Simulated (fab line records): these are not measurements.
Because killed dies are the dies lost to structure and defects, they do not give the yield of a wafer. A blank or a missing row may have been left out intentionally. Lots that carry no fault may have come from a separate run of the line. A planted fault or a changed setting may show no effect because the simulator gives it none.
What tool caused it? || flow n5-finfet || 10 lots, 29 wafers sampled, at 6 steps of a route of 1938

## WHAT THE GAUGES READ, wafer by wafer
N5_BEOL_M2_CD_MEAS_18: pitch 36 nm, target cd 18 nm.
{"lot": "L246", "measured": "day 6 23:14", "on": "cd-sem-02", "cd-nm (nm)": "18.1 18.7 18.8"}
{"lot": "L248", "measured": "day 7 04:50", "on": "cd-sem-02", "cd-nm (nm)": "18.5 18.0 18.0"}
{"lot": "L250", "measured": "day 7 18:32", "on": "cd-sem-01", "cd-nm (nm)": "18.9 18.7 19.0"}
{"lot": "L251", "measured": "day 7 23:38", "on": "cd-sem-03", "cd-nm (nm)": "19.3 19.6 19.4"}
{"lot": "L253", "measured": "day 8 12:47", "on": "cd-sem-03", "cd-nm (nm)": "19.3 18.9 19.4"}
{"lot": "L262", "measured": "day 11 02:59", "on": "cd-sem-02", "cd-nm (nm)": "17.9 18.3"}
{"lot": "L264", "measured": "day 11 11:22", "on": "cd-sem-03", "cd-nm (nm)": "18.3 18.1 18.1"}
{"lot": "L265", "measured": "day 11 11:24", "on": "cd-sem-01", "cd-nm (nm)": "17.9 17.5 17.7"}
{"lot": "L266", "measured": "day 12 04:01", "on": "cd-sem-01", "cd-nm (nm)": "17.8 17.8 18.1"}
{"lot": "L268", "measured": "day 12 11:26", "on": "cd-sem-03", "cd-nm (nm)": "18.0 18.4 18.2"}

N5_BEOL_M4_RC_MEAS_101.
{"lot": "L246", "measured": "day 8 03:50", "on": "prober-01", "DIBL_N (mV/V)": "39.8 37.9 39.4", "DIBL_P (mV/V)": "37.1 35.5 36.5", "IOFF_N (nA/um)": "0.20 0.17 0.19", "IOFF_P (nA/um)": "0.26 0.24 0.25", "ION_N (uA/um)": "678 679 666", "ION_P (uA/um)": "469 473 460", "SS_N (mV/dec)": "72.1 71.9 72.7", "SS_P (mV/dec)": "73.7 73.5 73.9", "VT_N (mV)": "249 247 247", "VT_P (mV)": "-245 -246 -246"}
{"lot": "L248", "measured": "day 8 13:08", "on": "prober-01", "DIBL_N (mV/V)": "36.6 34.7 35.2", "DIBL_P (mV/V)": "35.8 33.8 33.3", "IOFF_N (nA/um)": "0.18 0.14 0.14", "IOFF_P (nA/um)": "0.21 0.18 0.17", "ION_N (uA/um)": "674 670 664", "ION_P (uA/um)": "458 463 452", "SS_N (mV/dec)": "71.9 71.7 71.7", "SS_P (mV/dec)": "73.5 73.2 72.9", "VT_N (mV)": "249 250 251", "VT_P (mV)": "-251 -254 -253"}
{"lot": "L250", "measured": "day 9 00:05", "on": "prober-01", "DIBL_N (mV/V)": "37.5 38.7 39.7", "DIBL_P (mV/V)": "36.5 37.5 39.3", "IOFF_N (nA/um)": "0.18 0.21 0.24", "IOFF_P (nA/um)": "0.23 0.27 0.32", "ION_N (uA/um)": "673 697 686", "ION_P (uA/um)": "463 474 464", "SS_N (mV/dec)": "71.3 72.4 72.7", "SS_P (mV/dec)": "73.2 73.8 74.3", "VT_N (mV)": "247 246 242", "VT_P (mV)": "-248 -245 -242"}
{"lot": "L251", "measured": "day 9 04:12", "on": "prober-01", "DIBL_N (mV/V)": "38.5 38.6 39.4", "DIBL_P (mV/V)": "37.8 37.6 37.8", "IOFF_N (nA/um)": "0.21 0.19 0.20", "IOFF_P (nA/um)": "0.25 0.24 0.25", "ION_N (uA/um)": "682 673 678", "ION_P (uA/um)": "463 457 463", "SS_N (mV/dec)": "72.4 72.1 73.1", "SS_P (mV/dec)": "73.7 74.1 74.3", "VT_N (mV)": "245 249 249", "VT_P (mV)": "-249 -250 -248"}
{"lot": "L253", "measured": "day 9 17:07", "on": "prober-01", "DIBL_N (mV/V)": "35.7 36.0 35.9", "DIBL_P (mV/V)": "35.6 36.6 36.8", "IOFF_N (nA/um)": "0.16 0.16 0.16", "IOFF_P (nA/um)": "0.21 0.23 0.22", "ION_N (uA/um)": "674 673 673", "ION_P (uA/um)": "459 462 458", "SS_N (mV/dec)": "71.9 71.8 72.2", "SS_P (mV/dec)": "73.0 73.2 73.3", "VT_N (mV)": "248 250 249", "VT_P (mV)": "-252 -249 -250"}
{"lot": "L262", "measured": "day 12 08:22", "on": "prober-02", "DIBL_N (mV/V)": "32.8 33.8", "DIBL_P (mV/V)": "32.3 34.7", "IOFF_N (nA/um)": "0.12 0.15", "IOFF_P (nA/um)": "0.17 0.21", "ION_N (uA/um)": "668 684", "ION_P (uA/um)": "464 470", "SS_N (mV/dec)": "70.8 71.4", "SS_P (mV/dec)": "73.3 73.4", "VT_N (mV)": "254 248", "VT_P (mV)": "-250 -248"}
{"lot": "L264", "measured": "day 12 15:39", "on": "prober-01", "DIBL_N (mV/V)": "37.1 36.6 35.7", "DIBL_P (mV/V)": "38.6 35.5 35.3", "IOFF_N (nA/um)": "0.14 0.13 0.12", "IOFF_P (nA/um)": "0.21 0.16 0.16", "ION_N (uA/um)": "657 653 648", "ION_P (uA/um)": "457 443 447", "SS_N (mV/dec)": "71.7 71.6 71.1", "SS_P (mV/dec)": "74.2 73.5 72.5", "VT_N (mV)": "252 254 255", "VT_P (mV)": "-251 -257 -254"}
{"lot": "L265", "measured": "day 12 19:21", "on": "prober-02", "DIBL_N (mV/V)": "37.9 35.5 36.4", "DIBL_P (mV/V)": "37.7 35.2 36.9", "IOFF_N (nA/um)": "0.18 0.14 0.16", "IOFF_P (nA/um)": "0.22 0.19 0.22", "ION_N (uA/um)": "672 667 682", "ION_P (uA/um)": "451 457 462", "SS_N (mV/dec)": "71.8 71.7 71.6", "SS_P (mV/dec)": "73.7 72.5 73.5", "VT_N (mV)": "250 254 249", "VT_P (mV)": "-253 -254 -251"}
{"lot": "L266", "measured": "day 13 02:57", "on": "prober-01", "DIBL_N (mV/V)": "37.2 33.6 34.7", "DIBL_P (mV/V)": "35.3 32.8 33.9", "IOFF_N (nA/um)": "0.16 0.12 0.14", "IOFF_P (nA/um)": "0.24 0.21 0.21", "ION_N (uA/um)": "658 666 667", "ION_P (uA/um)": "456 468 469", "SS_N (mV/dec)": "72.2 70.6 70.3", "SS_P (mV/dec)": "73.5 72.2 72.7", "VT_N (mV)": "251 255 247", "VT_P (mV)": "-246 -249 -246"}
{"lot": "L268", "measured": "day 13 12:16", "on": "prober-02", "DIBL_N (mV/V)": "35.4 36.7 36.5", "DIBL_P (mV/V)": "34.1 37.2 36.3", "IOFF_N (nA/um)": "0.15 0.17 0.16", "IOFF_P (nA/um)": "0.20 0.27 0.23", "ION_N (uA/um)": "671 686 678", "ION_P (uA/um)": "462 478 467", "SS_N (mV/dec)": "70.7 71.8 71.5", "SS_P (mV/dec)": "73.4 73.5 74.0", "VT_N (mV)": "250 247 249", "VT_P (mV)": "-248 -245 -246"}

## WHAT TOOL EACH LOT RAN ON (gives the tool, then ch and the chambers of the sampled wafers, and finally the start)
{"lot": "L246", "N5_BEOL_M1_SPUTTER_96": "pvd-sputter-03, day 6 19:26", "N5_BEOL_M1_PRE_CLEAN_60": "cvd-co-01 ch 0,2, day 6 20:16", "N5_BEOL_M2_PECVD_72": "pecvd-04 ch 0,1,2, day 6 20:43", "N5_BEOL_M2_ETCH_64": "rie-diel-02 ch 1,3, day 6 22:46"}
{"lot": "L248", "N5_BEOL_M1_SPUTTER_96": "pvd-sputter-01, day 7 00:51", "N5_BEOL_M1_PRE_CLEAN_60": "cvd-co-02 ch 0,1,2, day 7 01:41", "N5_BEOL_M2_PECVD_72": "pecvd-04 ch 0,2, day 7 02:04", "N5_BEOL_M2_ETCH_64": "rie-diel-01 ch 1,3, day 7 04:26"}
{"lot": "L250", "N5_BEOL_M1_SPUTTER_96": "pvd-sputter-03, day 7 15:50", "N5_BEOL_M1_PRE_CLEAN_60": "cvd-co-01 ch 0,2, day 7 16:40", "N5_BEOL_M2_PECVD_72": "pecvd-03 ch 0,2, day 7 17:04", "N5_BEOL_M2_ETCH_64": "rie-diel-01 ch 0,1,3, day 7 18:06"}
{"lot": "L251", "N5_BEOL_M1_SPUTTER_96": "pvd-sputter-02, day 7 19:05", "N5_BEOL_M1_PRE_CLEAN_60": "cvd-co-01 ch 0,1,2, day 7 19:55", "N5_BEOL_M2_PECVD_72": "pecvd-03 ch 0,1,2, day 7 20:19", "N5_BEOL_M2_ETCH_64": "rie-diel-01 ch 0,1, day 7 23:17"}
{"lot": "L253", "N5_BEOL_M1_SPUTTER_96": "pvd-sputter-03, day 8 10:20", "N5_BEOL_M1_PRE_CLEAN_60": "cvd-co-02 ch 1,2, day 8 11:09", "N5_BEOL_M2_PECVD_72": "pecvd-03 ch 0,1,2, day 8 11:32", "N5_BEOL_M2_ETCH_64": "rie-diel-01 ch 1,2,3, day 8 12:26"}
{"lot": "L262", "N5_BEOL_M1_SPUTTER_96": "pvd-sputter-02, day 10 22:55", "N5_BEOL_M1_PRE_CLEAN_60": "cvd-co-01 ch 0,1, day 10 23:44", "N5_BEOL_M2_PECVD_72": "pecvd-04 ch 0,1, day 11 00:08", "N5_BEOL_M2_ETCH_64": "rie-diel-02 ch 0,1, day 11 02:35"}
{"lot": "L264", "N5_BEOL_M1_SPUTTER_96": "pvd-sputter-03, day 11 04:38", "N5_BEOL_M1_PRE_CLEAN_60": "cvd-co-01 ch 0,1,2, day 11 05:28", "N5_BEOL_M2_PECVD_72": "pecvd-01 ch 0,1,2, day 11 05:51", "N5_BEOL_M2_ETCH_64": "rie-diel-04 ch 1,2,3, day 11 10:50"}
{"lot": "L265", "N5_BEOL_M1_SPUTTER_96": "pvd-sputter-01, day 11 04:55", "N5_BEOL_M1_PRE_CLEAN_60": "cvd-co-02 ch 0,1,2, day 11 05:46", "N5_BEOL_M2_PECVD_72": "pecvd-03 ch 0,1,2, day 11 06:10", "N5_BEOL_M2_ETCH_64": "rie-diel-01 ch 0,1,3, day 11 10:56"}
{"lot": "L266", "N5_BEOL_M1_SPUTTER_96": "pvd-sputter-03, day 12 00:37", "N5_BEOL_M1_PRE_CLEAN_60": "cvd-co-02 ch 0,1,2, day 12 01:30", "N5_BEOL_M2_PECVD_72": "pecvd-01 ch 0,1,2, day 12 01:54", "N5_BEOL_M2_ETCH_64": "rie-diel-01 ch 1,3, day 12 03:40"}
{"lot": "L268", "N5_BEOL_M1_SPUTTER_96": "pvd-sputter-01, day 12 06:45", "N5_BEOL_M1_PRE_CLEAN_60": "cvd-co-02 ch 0,2, day 12 07:34", "N5_BEOL_M2_PECVD_72": "pecvd-01 ch 0,1,2, day 12 07:58", "N5_BEOL_M2_ETCH_64": "rie-diel-04 ch 0,1,3, day 12 11:05"}
- N5_BEOL_M1_SPUTTER_96: material Cu, target thk 4.5 nm, time 8.29 s.
- N5_BEOL_M1_PRE_CLEAN_60: time 15 s.
- N5_BEOL_M2_PECVD_72: deposits SiO2 from TEOS/O2, target thk 16 nm, time 18 s.
- N5_BEOL_M2_ETCH_64: etches SOC in N2/H2, target depth 75 nm, overetch 22.5 nm, time 121.9 s.

## AS READ BY THE TOOLS THEMSELVES (means over the sampled wafers that have a number; for cases with no such wafer, the mark the record gives instead)
N5_BEOL_M1_SPUTTER_96.
{"lot": "L246", "tool": "pvd-sputter-03", "chuck-gas-flow-sccm (sccm)": 1.20, "throttle-valve-pct (%)": 30.0}
{"lot": "L248", "tool": "pvd-sputter-01", "chuck-gas-flow-sccm (sccm)": 1.25, "throttle-valve-pct (%)": 29.2}
{"lot": "L250", "tool": "pvd-sputter-03", "chuck-gas-flow-sccm (sccm)": 1.27, "throttle-valve-pct (%)": 30.2}
{"lot": "L251", "tool": "pvd-sputter-02", "chuck-gas-flow-sccm (sccm)": 1.28, "throttle-valve-pct (%)": 28.7}
{"lot": "L253", "tool": "pvd-sputter-03", "chuck-gas-flow-sccm (sccm)": 1.26, "throttle-valve-pct (%)": 29.7}
{"lot": "L262", "tool": "pvd-sputter-02", "chuck-gas-flow-sccm (sccm)": 1.29, "throttle-valve-pct (%)": 29.4}
{"lot": "L264", "tool": "pvd-sputter-03", "chuck-gas-flow-sccm (sccm)": 1.25, "throttle-valve-pct (%)": 30.1}
{"lot": "L265", "tool": "pvd-sputter-01", "chuck-gas-flow-sccm (sccm)": 1.28, "throttle-valve-pct (%)": 30.5}
{"lot": "L266", "tool": "pvd-sputter-03", "chuck-gas-flow-sccm (sccm)": 1.22, "throttle-valve-pct (%)": 29.9}
{"lot": "L268", "tool": "pvd-sputter-01", "chuck-gas-flow-sccm (sccm)": 1.30, "throttle-valve-pct (%)": 29.5}

N5_BEOL_M1_PRE_CLEAN_60.
{"lot": "L246", "tool": "cvd-co-01", "heater-power-w (W)": 77}
{"lot": "L248", "tool": "cvd-co-02", "heater-power-w (W)": 94}
{"lot": "L250", "tool": "cvd-co-01", "heater-power-w (W)": 76}
{"lot": "L251", "tool": "cvd-co-01", "heater-power-w (W)": 75}
{"lot": "L253", "tool": "cvd-co-02", "heater-power-w (W)": 94}
{"lot": "L262", "tool": "cvd-co-01", "heater-power-w (W)": 70}
{"lot": "L264", "tool": "cvd-co-01", "heater-power-w (W)": 76}
{"lot": "L265", "tool": "cvd-co-02", "heater-power-w (W)": 95}
{"lot": "L266", "tool": "cvd-co-02", "heater-power-w (W)": 96}
{"lot": "L268", "tool": "cvd-co-02", "heater-power-w (W)": 92}

N5_BEOL_M2_PECVD_72.
{"lot": "L246", "tool": "pecvd-04", "heater-power-w (W)": 696, "showerhead-plenum-p-Torr (Torr)": 8.75, "throttle-valve-pct (%)": 23.0}
{"lot": "L248", "tool": "pecvd-04", "heater-power-w (W)": 657, "showerhead-plenum-p-Torr (Torr)": 8.77, "throttle-valve-pct (%)": 23.0}
{"lot": "L250", "tool": "pecvd-03", "heater-power-w (W)": 736, "showerhead-plenum-p-Torr (Torr)": 8.80, "throttle-valve-pct (%)": 22.0}
{"lot": "L251", "tool": "pecvd-03", "heater-power-w (W)": 764, "showerhead-plenum-p-Torr (Torr)": 8.81, "throttle-valve-pct (%)": 22.5}
{"lot": "L253", "tool": "pecvd-03", "heater-power-w (W)": 747, "showerhead-plenum-p-Torr (Torr)": 8.79, "throttle-valve-pct (%)": 22.5}
{"lot": "L262", "tool": "pecvd-04", "heater-power-w (W)": 759, "showerhead-plenum-p-Torr (Torr)": 8.75, "throttle-valve-pct (%)": 23.2}
{"lot": "L264", "tool": "pecvd-01", "heater-power-w (W)": 775, "showerhead-plenum-p-Torr (Torr)": 8.78, "throttle-valve-pct (%)": 21.7}
{"lot": "L265", "tool": "pecvd-03", "heater-power-w (W)": 784, "showerhead-plenum-p-Torr (Torr)": 8.81, "throttle-valve-pct (%)": 22.5}
{"lot": "L266", "tool": "pecvd-01", "heater-power-w (W)": 720, "showerhead-plenum-p-Torr (Torr)": 8.78, "throttle-valve-pct (%)": 21.7}
{"lot": "L268", "tool": "pecvd-01", "heater-power-w (W)": 709, "showerhead-plenum-p-Torr (Torr)": 8.76, "throttle-valve-pct (%)": 21.8}

N5_BEOL_M2_ETCH_64.
{"lot": "L246", "tool": "rie-diel-02", "drypump-motor-current-A (A)": 5.9, "oes-product-au (a.u.)": 0.59, "rf-vpp-V (V)": 526.5, "showerhead-plenum-p-Torr (Torr)": 2.60, "temp-c (C)": 40.09, "throttle-valve-pct (%)": 17.7}
{"lot": "L248", "tool": "rie-diel-01", "drypump-motor-current-A (A)": 5.7, "oes-product-au (a.u.)": 0.66, "rf-vpp-V (V)": 525.4, "showerhead-plenum-p-Torr (Torr)": 2.59, "temp-c (C)": 39.98, "throttle-valve-pct (%)": 18.0}
{"lot": "L250", "tool": "rie-diel-01", "drypump-motor-current-A (A)": 5.8, "oes-product-au (a.u.)": 0.63, "rf-vpp-V (V)": 523.3, "showerhead-plenum-p-Torr (Torr)": 2.53, "temp-c (C)": 40.09, "throttle-valve-pct (%)": 18.0}
{"lot": "L251", "tool": "rie-diel-01", "drypump-motor-current-A (A)": 5.9, "oes-product-au (a.u.)": 0.66, "rf-vpp-V (V)": 523.6, "showerhead-plenum-p-Torr (Torr)": 2.54, "temp-c (C)": 40.00, "throttle-valve-pct (%)": 17.9}
{"lot": "L253", "tool": "rie-diel-01", "drypump-motor-current-A (A)": 6.0, "oes-product-au (a.u.)": 0.68, "rf-vpp-V (V)": 525.7, "showerhead-plenum-p-Torr (Torr)": 2.59, "temp-c (C)": 39.94, "throttle-valve-pct (%)": 17.8}
{"lot": "L262", "tool": "rie-diel-02", "drypump-motor-current-A (A)": 6.1, "oes-product-au (a.u.)": 0.59, "rf-vpp-V (V)": 524.5, "showerhead-plenum-p-Torr (Torr)": 2.56, "temp-c (C)": 40.13, "throttle-valve-pct (%)": 18.0}
{"lot": "L264", "tool": "rie-diel-04", "drypump-motor-current-A (A)": 5.7, "oes-product-au (a.u.)": 0.70, "rf-vpp-V (V)": 523.2, "showerhead-plenum-p-Torr (Torr)": 2.53, "temp-c (C)": 40.10, "throttle-valve-pct (%)": 17.9}
{"lot": "L265", "tool": "rie-diel-01", "drypump-motor-current-A (A)": 5.8, "oes-product-au (a.u.)": 0.60, "rf-vpp-V (V)": 523.0, "showerhead-plenum-p-Torr (Torr)": 2.52, "temp-c (C)": 40.01, "throttle-valve-pct (%)": 18.1}
{"lot": "L266", "tool": "rie-diel-01", "drypump-motor-current-A (A)": 5.7, "oes-product-au (a.u.)": 0.64, "rf-vpp-V (V)": 524.0, "showerhead-plenum-p-Torr (Torr)": 2.58, "temp-c (C)": 39.99, "throttle-valve-pct (%)": 18.0}
{"lot": "L268", "tool": "rie-diel-04", "drypump-motor-current-A (A)": 5.9, "oes-product-au (a.u.)": 0.65, "rf-vpp-V (V)": 523.5, "showerhead-plenum-p-Torr (Torr)": 2.52, "temp-c (C)": 39.96, "throttle-valve-pct (%)": 17.7}

## THE ANSWER, worked out from the rows above alone
Rule: the lots themselves supply what counts as usual. Put in order of their means at a reading, lots are off if they are a third of the lots or fewer, leave a main group of 4 or more, and stand apart from it by a gap of 3 or more times the standard deviation of the main group's means; of several such gaps the widest counts. A main group whose means are all the same, to the digits that the tables above print for the reading, isn't used. A lot without any number at a reading at which 4 lots or more have one is off too. All remaining lots with rows at the step are treated as sound. Order of review: gauges by route order, followed by the tools' own readings, for which a lot's mean as printed above is used. At the first step where some lot is off, the reading lying furthest off is the one used; lots without a number count as furthest.
Nothing can be told from this: no lot is off at any reading shown.

## WHAT THE SIMULATOR HAD INSERTED
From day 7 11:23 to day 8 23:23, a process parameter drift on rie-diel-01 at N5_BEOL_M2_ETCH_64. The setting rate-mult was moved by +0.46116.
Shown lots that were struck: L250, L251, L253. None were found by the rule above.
